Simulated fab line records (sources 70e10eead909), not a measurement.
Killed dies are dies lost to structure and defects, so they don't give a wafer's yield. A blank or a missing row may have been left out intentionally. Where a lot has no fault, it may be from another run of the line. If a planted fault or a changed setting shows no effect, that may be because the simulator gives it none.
Which tool did it? | flow nand_harc | Sampling: 24 lots, 72 wafers, 4 of 1159 route steps

== WHAT THE GAUGES SHOWED, per wafer ==
NHARC_A_SLIT_INSPECT_11.
lot  | measured     | on                | raw_defect_count
L075 | day 14 00:43 | defect_inspect-01 | 15 27 21
L074 | day 14 04:50 | defect_inspect-02 | 23 11 18
L077 | day 14 18:11 | defect_inspect-02 | 15 16 12
L076 | day 14 18:33 | defect_inspect-01 | 31 36 21
L078 | day 15 08:31 | defect_inspect-01 | 10 14 9
L080 | day 15 17:34 | defect_inspect-02 | 23 30 25
L079 | day 15 19:31 | defect_inspect-02 | 10 19 11
L083 | day 16 05:49 | defect_inspect-02 | 24 16 26
L082 | day 16 06:44 | defect_inspect-01 | 11 16 6
L085 | day 16 15:08 | defect_inspect-02 | 9 11 11
L081 | day 16 15:44 | defect_inspect-02 | 8 8 19
L084 | day 16 19:51 | defect_inspect-01 | 22 23 31
L087 | day 17 10:25 | defect_inspect-01 | 32 26 28
L088 | day 17 10:36 | defect_inspect-01 | 7 11 17
L086 | day 17 11:13 | defect_inspect-02 | 38 24 32
L090 | day 17 22:58 | defect_inspect-01 | 30 18 22
L089 | day 17 23:17 | defect_inspect-01 | 33 33 36
L092 | day 18 21:02 | defect_inspect-01 | 33 32 24
L093 | day 18 21:20 | defect_inspect-01 | 39 34 36
L091 | day 18 21:29 | defect_inspect-01 | 18 10 20
L094 | day 19 22:26 | defect_inspect-01 | 11 19 20
L096 | day 19 22:40 | defect_inspect-02 | 18 20 13
L095 | day 19 23:05 | defect_inspect-02 | 16 13 24
L097 | day 20 16:25 | defect_inspect-01 | 8 6 10

NHARC_A_CONTACT_OVL_MEAS_43.
lot  | measured     | on         | overlay_x_nm (nm) | overlay_y_nm (nm)
L075 | day 16 04:47 | overlay-01 | 0.0 0.6 0.1       | -0.1 -0.3 -0.5
L074 | day 16 10:49 | overlay-02 | 1.0 0.6 0.5       | 0.6 0.1 0.1
L077 | day 16 21:17 | overlay-02 | -1.2 -0.9 -0.6    | 0.2 0.4 0.8
L076 | day 16 23:17 | overlay-01 | 1.0 0.6 1.8       | 1.7 1.7 1.8
L078 | day 17 06:24 | overlay-01 | -0.4 -0.2 -0.1    | -0.5 -0.7 -0.1
L080 | day 17 12:31 | overlay-01 | 0.1 0.8 -0.3      | -1.7 -1.4 -1.5
L079 | day 17 12:41 | overlay-02 | 0.3 0.2 0.0       | 0.4 0.5 0.3
L083 | day 17 23:46 | overlay-02 | -1.0 -0.5 -0.6    | 0.0 -0.2 0.2
L082 | day 18 06:15 | overlay-02 | -0.2 0.2 0.0      | -1.5 -0.7 -0.7
L085 | day 18 16:28 | overlay-02 | -0.1 0.3 0.4      | 0.0 -0.4 -0.2
L081 | day 18 14:29 | overlay-02 | -0.5 -0.7 -1.0    | -0.6 -0.4 -0.5
L084 | day 18 18:56 | overlay-01 | 0.5 0.6 0.7       | 0.0 -0.1 -0.6
L087 | day 19 04:50 | overlay-02 | 0.4 0.3 0.8       | -0.7 -0.6 -0.3
L088 | day 19 04:41 | overlay-01 | 0.5 0.6 1.1       | 1.2 0.6 1.0
L086 | day 19 16:04 | overlay-02 | -0.2 0.1 0.5      | -0.4 -0.9 0.2
L090 | day 19 16:50 | overlay-01 | -0.6 -1.1 -0.9    | 0.3 0.7 0.2
L089 | day 20 01:58 | overlay-02 | -0.6 -0.4 -0.4    | -0.5 -0.4 -1.3
L092 | day 20 18:33 | overlay-02 | 0.5 0.7 0.9       | 1.0 0.4 0.4
L093 | day 20 20:31 | overlay-01 | -0.1 -0.8 -0.8    | 0.5 0.9 0.4
L091 | day 20 14:36 | overlay-02 | -0.2 0.5 0.8      | 1.0 0.8 0.6
L094 | day 21 19:21 | overlay-01 | -0.1 -0.9 -0.1    | 0.3 -0.2 0.0
L096 | day 21 19:38 | overlay-02 | 0.5 0.4 0.6       | -1.2 -1.8 -1.9
L095 | day 21 23:46 | overlay-02 | -0.8 -1.4 -0.9    | 0.8 0.5 0.7
L097 | day 22 10:01 | overlay-01 | 1.1 1.0 0.6       | -0.1 -0.6 0.1

NHARC_A_CONTACT_CD_MEAS_53.
lot  | measured     | on        | cd_nm (nm)
L075 | day 16 08:13 | cd_sem-01 | 188.3 188.2 189.1
L074 | day 16 14:53 | cd_sem-01 | 190.4 190.5 190.5
L077 | day 17 00:50 | cd_sem-01 | 191.0 191.4 190.1
L076 | day 17 02:41 | cd_sem-02 | 189.9 188.9 189.0
L078 | day 17 10:23 | cd_sem-01 | 190.6 188.9 190.3
L080 | day 17 16:00 | cd_sem-03 | 189.0 189.4 189.8
L079 | day 17 16:47 | cd_sem-02 | 189.2 190.1 189.2
L083 | day 18 03:08 | cd_sem-03 | 189.6 189.4 189.3
L082 | day 18 09:38 | cd_sem-03 | 188.2 187.8 188.3
L085 | day 18 19:50 | cd_sem-03 | 188.2 188.8 188.7
L081 | day 18 17:52 | cd_sem-03 | 187.8 189.3 188.1
L084 | day 18 22:21 | cd_sem-02 | 190.5 189.7 190.5
L087 | day 19 10:12 | cd_sem-02 | 188.3 188.5 189.3
L088 | day 19 09:38 | cd_sem-01 | 189.5 189.6 187.9
L086 | day 19 20:29 | cd_sem-02 | 190.5 189.1 189.5
L090 | day 19 20:17 | cd_sem-03 | 190.9 190.5 189.6
L089 | day 20 05:23 | cd_sem-01 | 188.7 190.7 190.3
L092 | day 20 21:56 | cd_sem-03 | 190.3 189.6 189.8
L093 | day 20 23:53 | cd_sem-02 | 190.6 190.3 189.5
L091 | day 20 17:58 | cd_sem-01 | 189.6 189.8 189.9
L094 | day 21 22:43 | cd_sem-01 | 188.5 188.2 188.9
L096 | day 21 23:41 | cd_sem-01 | 189.1 188.8 188.5
L095 | day 22 03:09 | cd_sem-03 | 189.3 189.1 189.7
L097 | day 22 13:40 | cd_sem-01 | 188.0 188.4 188.3

== WHAT TOOL EACH LOT RAN ON (gives the tool, then ch and the chambers of the sampled wafers, and finally the start) ==
lot  | NHARC_A_CONTACT_ETCH_90
L075 | rie_diel-13 ch 0,1,3, day 16 07:56
L074 | rie_diel-12 ch 0,1, day 16 14:36
L077 | rie_diel-13 ch 1,2,3, day 17 00:35
L076 | rie_diel-13 ch 0,2, day 17 02:29
L078 | rie_diel-12 ch 1,2, day 17 10:11
L080 | rie_diel-12 ch 0,2,3, day 17 15:48
L079 | rie_diel-13 ch 1,2, day 17 16:28
L083 | rie_diel-12 ch 0,1,3, day 18 02:55
L082 | rie_diel-12 ch 0,1,3, day 18 09:25
L085 | rie_diel-12 ch 1,2, day 18 19:38
L081 | rie_diel-12 ch 1,3, day 18 17:39
L084 | rie_diel-13 ch 0,1,2, day 18 22:06
L087 | rie_diel-10 ch 0,1,3, day 19 09:58
L088 | rie_diel-12 ch 1,2,3, day 19 09:25
L086 | rie_diel-12 ch 0,2,3, day 19 20:15
L090 | rie_diel-12 ch 1,2,3, day 19 20:03
L089 | rie_diel-12 ch 1,3, day 20 05:11
L092 | rie_diel-12 ch 0,1, day 20 21:43
L093 | rie_diel-12 ch 0,2,3, day 20 23:43
L091 | rie_diel-12 ch 1,2, day 20 17:44
L094 | rie_diel-12 ch 1,2,3, day 21 22:30
L096 | rie_diel-12 ch 0,2,3, day 21 23:29
L095 | rie_diel-13 ch 0,1,2, day 22 02:56
L097 | rie_diel-12 ch 0,3, day 22 13:25
- NHARC_A_CONTACT_ETCH_90: etches the open film in CH3F/O2, target depth 40 nm, time 85.7 s.

== WHAT THE TOOLS THEMSELVES READ (means of the sampled wafers that have a number; where no wafer has one, the mark that the record gives instead) ==
NHARC_A_CONTACT_ETCH_90.
lot  | tool        | drypump_motor_current_A (A) | oes_product_au (a.u.) | rf_vpp_V (V) | showerhead_plenum_p_Torr (Torr) | throttle_valve_pct (%)
L075 | rie_diel-13 | 5.25                        | 0.94                  | 243.7        | 2.45                            | 20.650
L074 | rie_diel-12 | 5.42                        | 0.90                  | 243.7        | 2.41                            | 20.664
L077 | rie_diel-13 | 5.32                        | 1.00                  | 243.9        | 2.42                            | 20.656
L076 | rie_diel-13 | 5.35                        | 0.92                  | 245.7        | 2.59                            | 20.657
L078 | rie_diel-12 | 5.65                        | 1.00                  | 243.1        | 2.37                            | 20.666
L080 | rie_diel-12 | 5.68                        | 1.00                  | 244.1        | 2.47                            | 20.665
L079 | rie_diel-13 | 5.47                        | 0.92                  | 244.9        | 2.49                            | 20.662
L083 | rie_diel-12 | 5.61                        | 0.93                  | 244.4        | 2.45                            | 20.661
L082 | rie_diel-12 | 5.59                        | 0.96                  | 244.3        | 2.45                            | 20.662
L085 | rie_diel-12 | 5.54                        | 0.93                  | 243.0        | 2.35                            | 20.659
L081 | rie_diel-12 | 5.79                        | 0.98                  | 245.2        | 2.44                            | 20.651
L084 | rie_diel-13 | 5.42                        | 0.93                  | 245.0        | 2.52                            | 20.660
L087 | rie_diel-10 | 6.20                        | 1.01                  | 246.2        | 2.58                            | 20.663
L088 | rie_diel-12 | 5.74                        | 1.00                  | 243.0        | 2.41                            | 20.664
L086 | rie_diel-12 | 5.70                        | 1.00                  | 244.9        | 2.47                            | 20.660
L090 | rie_diel-12 | 5.74                        | 0.99                  | 243.2        | 2.41                            | 20.669
L089 | rie_diel-12 | 5.66                        | 0.90                  | 243.6        | 2.39                            | 20.660
L092 | rie_diel-12 | 5.43                        | 0.98                  | 243.1        | 2.40                            | 20.658
L093 | rie_diel-12 | 5.67                        | 0.93                  | 244.2        | 2.47                            | 20.663
L091 | rie_diel-12 | 5.65                        | 0.93                  | 243.3        | 2.37                            | 20.669
L094 | rie_diel-12 | 5.75                        | 0.92                  | 243.6        | 2.40                            | 20.657
L096 | rie_diel-12 | 5.68                        | 0.99                  | 244.4        | 2.47                            | 20.662
L095 | rie_diel-13 | 5.41                        | 1.00                  | 244.5        | 2.51                            | 20.666
L097 | rie_diel-12 | 5.76                        | 0.91                  | 245.1        | 2.50                            | 20.667

== THE ANSWER, worked out from the rows above alone ==
Rule: what is usual is taken from the lots themselves. Put in order of their means at a reading, lots are off if they are a third of the lots or fewer, leave a main group of 4 or more, and stand apart from it by a gap of 3 or more times the standard deviation of the main group's means; of several such gaps the widest counts. If all means in a main group match to the digits the tables above print for the reading, that group is not used. Also off: a lot with no number at a reading for which 4 or more lots have one. All remaining lots with rows at the step are treated as sound. After the gauges, taken in route order, come the tools' own readings; for these a lot's mean is taken, as printed above. At the first step where some lot is off, the reading lying furthest off is the one used; lots without a number count as furthest.
Nothing can be told from this: no lot is off at any reading shown.

== WHAT WAS PUT IN BY THE SIMULATOR ==
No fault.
